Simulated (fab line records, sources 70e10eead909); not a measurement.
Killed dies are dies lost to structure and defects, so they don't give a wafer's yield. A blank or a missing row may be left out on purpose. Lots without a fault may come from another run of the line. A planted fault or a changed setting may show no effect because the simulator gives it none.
fab line records | flow nand_harc
record lots=6 wafers=18 last_day=34
route steps=1302 shown A_DECK1_JOINT@544 A_ONON_D2@545 END@1302
lots that met no fault: from a run of the same line without faults
start_h: hours from the record's first day to the start of the lot's first wafer shown | wait_h: hours since the lot's step before | " the same as in the row above | L1.1+2: a row that stands for several wafers | - no value, or no start given | * or withheld: withheld | < > ~ a bound
route shown NAME@n: a module of which the file shows steps, and the number in the route of the first | usual: mean/standard deviation of fault-free wafers | same: alike in all rows | chamber/n: place in a boat | sites: the reading at each site | _std_site: their standard deviation | _edge_site: outer sites' mean less inner sites' | radius_mm: how far each site lies from the wafer's centre | mask NAME#n: copy n | behind: the tool/chamber that last shaped the wafer | hold: why the lot was held/for how many hours/how that ended | device: the transistor (n, p or np) that didn't switch | end of line: the same wafers' tests at the end of the route | a step without rows: its recipe alone | killed: dies lost to structure and defects at the first sort, not the wafer's yield | map: a wafer's dies, x killed, . not, _ none there
set.NAME: the setting as run; set.NAME@STEP: as run at that earlier step | model.NAME: the simulator's own value behind a step, which no gauge read
lots at some steps of the route; a table a step, a row a wafer
services: from which hour (start_h, from the record's first day; less than 0 if before it) a tool's chamber was out of use, for how many hours, and why
## steps
# step NHARC_A_DECK1_JOINT_INSPECT_05
# usual raw_defect_count=319/150
# columns lot.wafer tool chamber start_h wait_h raw_defect_count
L932.1 defect_inspect-02 - 291.65 0.0 282
L932.3 " - " " 178
L932.4 " - " " 231
L933.1 defect_inspect-01 - 291.65 0.0 483
L933.4 " - " " 529
L933.5 " - " " 414
L946.3 defect_inspect-01 - 415.61 0.0 428
L946.4 " - " " 320
L946.6 " - " " 322
L945.4 defect_inspect-02 - 428.78 0.0 210
L945.5 " - " " 191
L945.6 " - " " 257
L947.1 defect_inspect-01 - 437.69 0.0 467
L947.3 " - " " 342
L947.4 " - " " 414
L953.1 defect_inspect-02 - 531.25 0.0 206
L953.4 " - " " 356
L953.5 " - " " 401
# step NHARC_A_ONON_D2_DEP_00
# recipe target_thk_a=10000 n2_flow_sccm=2750 n2o_flow_sccm=2000 nh3_flow_sccm=500 sih4_flow_sccm=210 temp_c=400
# step NHARC_A_ONON_D2_THK_MEAS_02
# recipe thk_meas_gauge=ellipsometry
# usual thk_nm=1001/12
# columns lot.wafer tool chamber start_h wait_h thk_nm
L932.1 film_metro-01 - 292.22 - 991
L932.3 " - " " 994
L932.4 " - " " 994
L933.1 film_metro-02 - 292.23 - 986
L933.4 " - " " 986
L933.5 " - " " 985
L946.3 film_metro-01 - 416.42 - 1001
L946.4 " - " " 999
L946.6 " - " " 1000
L945.4 film_metro-01 - 429.35 - 1018
L945.5 " - " " 1018
L945.6 " - " " 1016
L947.1 film_metro-01 - 438.27 - 996
L947.3 " - " " 994
L947.4 " - " " 995
L953.1 film_metro-02 - 531.83 - 1018
L953.4 " - " " 1018
L953.5 " - " " 1020
# step NHARC_A_ONON_D2_DEP_03
# recipe target_thk_a=10000 n2_flow_sccm=2750 n2o_flow_sccm=2000 nh3_flow_sccm=500 sih4_flow_sccm=210 temp_c=400
# step NHARC_A_ONON_D2_THK_MEAS_05
# recipe thk_meas_gauge=ellipsometry
# usual thk_nm=1000/10
# columns lot.wafer tool chamber start_h wait_h thk_nm
L933.1 film_metro-01 - 292.79 - 1000
L933.4 " - " " 1000
L933.5 " - " " 1002
L932.1 film_metro-02 - 292.82 - 998
L932.3 " - " " 999
L932.4 " - " " 997
L946.3 film_metro-01 - 417.04 - 1010
L946.4 " - " " 1009
L946.6 " - " " 1008
L945.4 film_metro-02 - 429.92 - 1027
L945.5 " - " " 1027
L945.6 " - " " 1027
L947.1 film_metro-01 - 438.83 - 986
L947.3 " - " " 987
L947.4 " - " " 986
L953.1 film_metro-02 - 532.39 - 1010
L953.4 " - " " 1011
L953.5 " - " " 1011
# step NHARC_A_ONON_D2_DEP_06
# recipe target_thk_a=10000 n2_flow_sccm=2750 n2o_flow_sccm=2000 nh3_flow_sccm=500 sih4_flow_sccm=210 temp_c=400
# step NHARC_A_ONON_D2_THK_MEAS_08
# recipe thk_meas_gauge=ellipsometry
# usual thk_nm=1001/9.5
# columns lot.wafer tool chamber start_h wait_h thk_nm
L933.1 film_metro-01 - 293.36 - 1005
L933.4 " - " " 1005
L933.5 " - " " 1005
L932.1 film_metro-02 - 293.38 - 1006
L932.3 " - " " 1006
L932.4 " - " " 1007
L946.3 film_metro-01 - 417.60 - 1018
L946.4 " - " " 1018
L946.6 " - " " 1019
L945.4 film_metro-01 - 430.49 - 999
L945.5 " - " " 1000
L945.6 " - " " 999
L947.1 film_metro-01 - 439.41 - 1019
L947.3 " - " " 1017
L947.4 " - " " 1018
L953.1 film_metro-01 - 532.96 - 1001
L953.4 " - " " 1002
L953.5 " - " " 1000
# step NHARC_A_ONON_D2_DEP_09
# recipe target_thk_a=10000 n2_flow_sccm=2750 n2o_flow_sccm=2000 nh3_flow_sccm=500 sih4_flow_sccm=210 temp_c=400
# step NHARC_A_ONON_D2_THK_MEAS_11
# recipe thk_meas_gauge=ellipsometry
# usual thk_nm=997/9.9
# columns lot.wafer tool chamber start_h wait_h thk_nm
L933.1 film_metro-02 - 293.93 - 978
L933.4 " - " " 979
L933.5 " - " " 978
L932.1 film_metro-01 - 293.95 - 1008
L932.3 " - " " 1007
L932.4 " - " " 1006
L946.3 film_metro-02 - 418.17 - 988
L946.4 " - " " 987
L946.6 " - " " 987
L945.4 film_metro-01 - 431.05 - 994
L945.5 " - " " 994
L945.6 " - " " 993
L947.1 film_metro-02 - 439.97 - 1000
L947.3 " - " " 1001
L947.4 " - " " 1004
L953.1 film_metro-02 - 533.52 - 986
L953.4 " - " " 986
L953.5 " - " " 987
# step NHARC_A_ONON_D2_DEP_12
# recipe target_thk_a=10000 n2_flow_sccm=2750 n2o_flow_sccm=2000 nh3_flow_sccm=500 sih4_flow_sccm=210 temp_c=400
# step NHARC_A_ONON_D2_THK_MEAS_14
# recipe thk_meas_gauge=ellipsometry
# usual thk_nm=997/12
# columns lot.wafer tool chamber start_h wait_h thk_nm
L933.1 film_metro-01 - 294.50 - 975
L933.4 " - " " 977
L933.5 " - " " 975
L932.1 film_metro-02 - 294.52 - 993
L932.3 " - " " 992
L932.4 " - " " 992
L946.3 film_metro-01 - 418.74 - 996
L946.4 " - " " 996
L946.6 " - " " 996
L945.4 film_metro-01 - 431.62 - 996
L945.5 " - " " 994
L945.6 " - " " 995
L947.1 film_metro-01 - 440.53 - 1002
L947.3 " - " " 1002
L947.4 " - " " 1004
L953.1 film_metro-01 - 534.09 - 990
L953.4 " - " " 990
L953.5 " - " " 990
# step NHARC_A_ONON_D2_ANNEAL_15
# recipe temp_c=750 time_s=3600
# step NHARC_A_ONON_D2_DEP_16
# recipe target_thk_a=10000 n2_flow_sccm=2750 n2o_flow_sccm=2000 nh3_flow_sccm=500 sih4_flow_sccm=210 temp_c=400
# usual n2o_flow_sccm=2000/6.6 nh3_flow_sccm=500.1/1.6
# columns lot.wafer tool chamber start_h wait_h n2o_flow_sccm nh3_flow_sccm
L932.1 pecvd_onon-02 0 301.35 0.4 2002 499.9
L932.3 " 0 " " 1989 498.1
L932.4 " 0 " " 1999 499.8
L933.1 pecvd_onon-04 0 301.35 0.4 2007 501.5
L933.4 " 0 " " 2000 499.7
L933.5 " 0 " " 1997 502.0
L946.3 pecvd_onon-02 0 425.50 0.5 2002 500.8
L946.4 " 0 " " 2000 499.7
L946.6 " 0 " " 1996 500.2
L945.4 pecvd_onon-02 0 439.03 0.6 1994 500.3
L945.5 " 0 " " 1992 499.6
L945.6 " 0 " " 1993 500.1
L947.1 pecvd_onon-01 0 447.40 0.4 1998 500.7
L947.3 " 0 " " 2005 499.4
L947.4 " 0 " " 1996 500.5
L953.1 pecvd_onon-04 0 541.85 0.4 1999 497.8
L953.4 " 0 " " 2001 498.3
L953.5 " 0 " " 2001 498.8
# step NHARC_A_ONON_D2_THK_MEAS_18
# recipe thk_meas_gauge=ellipsometry
# usual thk_nm=1000/11
# columns lot.wafer tool chamber start_h wait_h thk_nm
L933.1 film_metro-02 - 301.86 - 1004
L933.4 " - " " 1005
L933.5 " - " " 1006
L932.1 film_metro-01 - 301.86 - 993
L932.3 " - " " 992
L932.4 " - " " 991
L946.3 film_metro-01 - 425.89 - 1010
L946.4 " - " " 464
L946.6 " - " " 1009
L945.4 film_metro-02 - 439.37 - 468
L945.5 " - " " 1012
L945.6 " - " " 1015
L947.1 film_metro-02 - 447.91 - 1005
L947.3 " - " " 1005
L947.4 " - " " 1004
L953.1 film_metro-01 - 542.36 - 988
L953.4 " - " " 991
L953.5 " - " " 989
# step NHARC_A_ONON_D2_DEP_19
# recipe target_thk_a=10000 n2_flow_sccm=2750 n2o_flow_sccm=2000 nh3_flow_sccm=500 sih4_flow_sccm=210 temp_c=400
# step NHARC_END_SORT_01
# recipe temp_c=25
# usual killed_at_array=58/15 killed_at_other=0.8/1.2 killed_at_periphery=3.5/2.5 killed_dies=62/15 killed_open=3.2/1.7 killed_short=2.4/1.5
# same gross_dies=677
# columns lot.wafer tool chamber start_h wait_h killed_at_array killed_at_other killed_at_periphery killed_dies killed_open killed_short
L946.4 prober-01 0 710.36 3.4 675 0 2 677 4 2
L945.4 prober-01 0 725.88 3.4 676 0 1 677 2 4
# killed by level:class
L946.4 A_ONON_D2:area_dep=624 A_SLIT:chamber_film_flake=28 A_CHANNEL_HOLE_D1:chamber_film_flake=7 A_CHANNEL_FILL_D2:chamber_film_flake=3 A_STAIRCASE:chamber_film_flake=3 A_SGD_CUT:chamber_film_flake=3 A_DECK1_JOINT:geometric_particle:open=2 P_GATE:geometric_particle:short=1
L945.4 A_ONON_D2:area_dep=645 A_STAIRCASE:chamber_film_flake=8 A_CONTACT:chamber_film_flake=6 A_CHANNEL_HOLE_D1:chamber_film_flake=4 A_SLIT:chamber_film_flake=4 A_ONON_D1:geometric_particle:short=3 A_BLC:geometric_particle:open=2 A_BONDPAD:chamber_film_flake=2
# map L945.4 (x killed, . not)
____________x____________
_________xxxxxxx_________
_______xxxxxxxxxxx_______
______xxxxxxxxxxxxx______
_____xxxxxxxxxxxxxxx_____
____xxxxxxxxxxxxxxxxx____
____xxxxxxxxxxxxxxxxx____
___xxxxxxxxxxxxxxxxxxx___
___xxxxxxxxxxxxxxxxxxx___
__xxxxxxxxxxxxxxxxxxxxx__
__xxxxxxxxxxxxxxxxxxxxx__
_xxxxxxxxxxxxxxxxxxxxxxx_
_xxxxxxxxxxxxxxxxxxxxxxx_
_xxxxxxxxxxxxxxxxxxxxxxx_
_xxxxxxxxxxxxxxxxxxxxxxx_
_xxxxxxxxxxxxxxxxxxxxxxx_
xxxxxxxxxxxxxxxxxxxxxxxxx
xxxxxxxxxxxxxxxxxxxxxxxxx
xxxxxxxxxxxxxxxxxxxxxxxxx
xxxxxxxxxxxxxxxxxxxxxxxxx
xxxxxxxxxxxxxxxxxxxxxxxxx
_xxxxxxxxxxxxxxxxxxxxxxx_
_xxxxxxxxxxxxxxxxxxxxxxx_
_xxxxxxxxxxxxxxxxxxxxxxx_
_xxxxxxxxxxxxxxxxxxxxxxx_
_xxxxxxxxxxxxxxxxxxxxxxx_
__xxxxxxxxxxxxxxxxxxxxx__
__xxxxxxxxxxxxxxxxxxxxx__
___xxxxxxxxxxxxxxxxxxx___
___xxxxxxxxxxxxxxxxxxx___
____xxxxxxxxxxxxxxxxx____
____xxxxxxxxxxxxxxxxx____
_____xxxxxxxxxxxxxxx_____
______xxxxxxxxxxxxx______
_______xxxxxxxxxxx_______
_________xxxxxxx_________
____________x____________
# map L946.4 (x killed, . not)
____________x____________
_________xxxxxxx_________
_______xxxxxxxxxxx_______
______xxxxxxxxxxxxx______
_____xxxxxxxxxxxxxxx_____
____xxxxxxxxxxxxxxxxx____
____xxxxxxxxxxxxxxxxx____
___xxxxxxxxxxxxxxxxxxx___
___xxxxxxxxxxxxxxxxxxx___
__xxxxxxxxxxxxxxxxxxxxx__
__xxxxxxxxxxxxxxxxxxxxx__
_xxxxxxxxxxxxxxxxxxxxxxx_
_xxxxxxxxxxxxxxxxxxxxxxx_
_xxxxxxxxxxxxxxxxxxxxxxx_
_xxxxxxxxxxxxxxxxxxxxxxx_
_xxxxxxxxxxxxxxxxxxxxxxx_
xxxxxxxxxxxxxxxxxxxxxxxxx
xxxxxxxxxxxxxxxxxxxxxxxxx
xxxxxxxxxxxxxxxxxxxxxxxxx
xxxxxxxxxxxxxxxxxxxxxxxxx
xxxxxxxxxxxxxxxxxxxxxxxxx
_xxxxxxxxxxxxxxxxxxxxxxx_
_xxxxxxxxxxxxxxxxxxxxxxx_
_xxxxxxxxxxxxxxxxxxxxxxx_
_xxxxxxxxxxxxxxxxxxxxxxx_
_xxxxxxxxxxxxxxxxxxxxxxx_
__xxxxxxxxxxxxxxxxxxxxx__
__xxxxxxxxxxxxxxxxxxxxx__
___xxxxxxxxxxxxxxxxxxx___
___xxxxxxxxxxxxxxxxxxx___
____xxxxxxxxxxxxxxxxx____
____xxxxxxxxxxxxxxxxx____
_____xxxxxxxxxxxxxxx_____
______xxxxxxxxxxxxx______
_______xxxxxxxxxxx_______
_________xxxxxxx_________
____________x____________
## services
# columns tool chamber start_h hours kind
pecvd_onon-04 - 311.33 13.0 pm
pecvd_onon-02 - 366.00 13.0 pm
pecvd_onon-01 - 450.37 13.0 pm
pecvd_onon-04 - 492.33 13.0 pm
pecvd_onon-01 - 534.15 6.3 repair
## key
first_sign step=NHARC_A_ONON_D2_THK_MEAS_18 reading=thk_nm direction=down sigmas=47 usual=1000 struck=466
effect step=NHARC_END_SORT_01 reading=killed_dies direction=up sigmas=42 usual=62 struck=677
more_kills_born_at NHARC_A_ONON_D2_DEP_16@pecvd_onon-02=1269
met_at NHARC_A_ONON_D2_DEP_16
struck_wafers L945.4,L946.4
later_rows_left_out L945.4,L946.4
tester_left_out L945,L946
onset_between 301.35 425.50
fault kind=process_parameter_drift tool=pecvd_onon-02 chamber=- onset_h=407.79 steps=NHARC_A_ONON_D2_DEP_16 channel=target_thk_a offset=* shape=step end_h=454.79 scope=struck_wafers_only acts_in=* stated=*
# tester_left_out: of these lots the tester's yield and bins aren't shown, on N5 and GAA mostly nor the transistor test; their killed dies are dies lost to structure and defects alone, not to doping, threshold or leakage, so they don't give the yield
# later_rows_left_out: the simulator's readings of these wafers behind a module that went badly wrong aren't trusted and aren't shown, but for the sort
